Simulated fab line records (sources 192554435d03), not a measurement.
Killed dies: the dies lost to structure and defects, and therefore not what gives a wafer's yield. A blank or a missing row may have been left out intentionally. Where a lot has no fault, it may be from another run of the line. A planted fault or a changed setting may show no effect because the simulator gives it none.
Problem report, 8D (eight disciplines) form, completed by code + flow n5Finfet + the parts of the form that need people (team, actions taken, sign-off) are left out

## 1. THE ISSUE
A mean of 51.99 rpm is read at N5_BEOL_M10_CMP_52 for platenRpm, taken on 1 wafer of 1 lot, against 50.00 rpm (standard deviation 0.034) on wafers free of any fault. That is +59 standard deviations from the usual mean.
The step: polishes, stops on SiCOH lowk, t overpolish 7 s, target thk 140 nm.
First observed at day 15 05:06: wafer L100.3, on cmp-04. At this step, 33 wafers from 11 lots have a number in the record. Rule for "out" (also "out of limits"): further than 4 standard deviations from the usual mean. The other wafers with a number count as sound.

## 2. WHAT IT IS, WHAT IT ISN'T
| question                    | is                | is not                                                                                      |
|-----------------------------|-------------------|---------------------------------------------------------------------------------------------|
| which readings at this step | platenRpm         | clearingPlatenDownForcePsi, motorCurrentA, overpolishRunS, slurryFlowMlMin, timeToEndpointS |
| which lots                  | L100              | L103, L984, L987, L988, L990, L991, L992, L993, L994, L995                                  |
| which wafers of those lots  | L100.3            | L100.1, L100.6                                                                              |
| read on which tools         | cmp-04            | cmp-02, cmp-03                                                                              |
| when                        | from day 15 05:06 | up to then (29 sound wafers); but 3 sound wafers of L103 came after                         |

## 3. WHAT RULES OUT EACH SUSPECT
Counting: a tool at a process step up to the reading stays a suspect if it ran every lot that is out. Sound lots after the first of them don't rule it out here, since some wafers of a struck lot are sound.
- uvCure-01 at N5_BEOL_M10_CURE_72 (cures SiCOH lowk, time 120 s): kept. The lot that is out, L100, ran on it at day 15 02:41; the last sound lot it ran before that was L994, at day 13 19:04.
- cmp-04 at N5_BEOL_M10_CMP_52 (polishes, stops on SiCOH lowk, t overpolish 7 s, target thk 140 nm): kept. The lot that is out, L100, ran on it at day 15 05:06; the last sound lot it ran before that was L991, at day 13 02:20. Out on those wafers are its own readings of platenRpm.
- At N5_BEOL_M10_CMP_52, inside cmp-04: chamber 1 took the wafers that are out, while their sound lot-mates went through chambers 0, 2.
After counting, uvCure-01 at N5_BEOL_M10_CURE_72 and cmp-04 at N5_BEOL_M10_CMP_52 remain.

## 4. THE CAUSE (what the simulator had put in)
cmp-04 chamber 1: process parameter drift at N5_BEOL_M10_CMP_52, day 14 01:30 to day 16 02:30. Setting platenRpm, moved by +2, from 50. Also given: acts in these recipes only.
Counting left 2 suspects, and this tool is among them.

## 5. THE CHAIN OF EFFECTS, in route order
Rows list readings where the struck wafers' mean (over those with a number) sits beyond 3 standard deviations from the usual. Only readings whose record carries a usual standard deviation are examined. hours: median over the lots of the time between each lot's start at the first step of this table that gives one and its start at this step. sigmas: the change, counted in usual standard deviations.
| hours | step               | reading               | usual     | on struck wafers | change | sigmas |
|-------|--------------------|-----------------------|-----------|------------------|--------|--------|
| 0     | N5_BEOL_M10_CMP_52 | barrierFieldEndpointS | 29.2 s    | 26.7             | -2.5   | -3.3   |
| 0     | N5_BEOL_M10_CMP_52 | platenRpm             | 50.00 rpm | 51.99            | +1.99  | +59    |
The process steps in it:
- N5_BEOL_M10_CMP_52: polishes, stops on SiCOH lowk, t overpolish 7 s, target thk 140 nm.
At these later measuring or inspecting steps, every struck wafer for which the step has a row has a number for every such reading, and none has moved that far: N5_BEOL_M10_INSPECT_58.

## 6. WHAT WOULD HAVE CAUGHT IT SOONER
28 hours passed between the start of the fault at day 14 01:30 and the first reading out of limits in this record, taken at day 15 05:06.
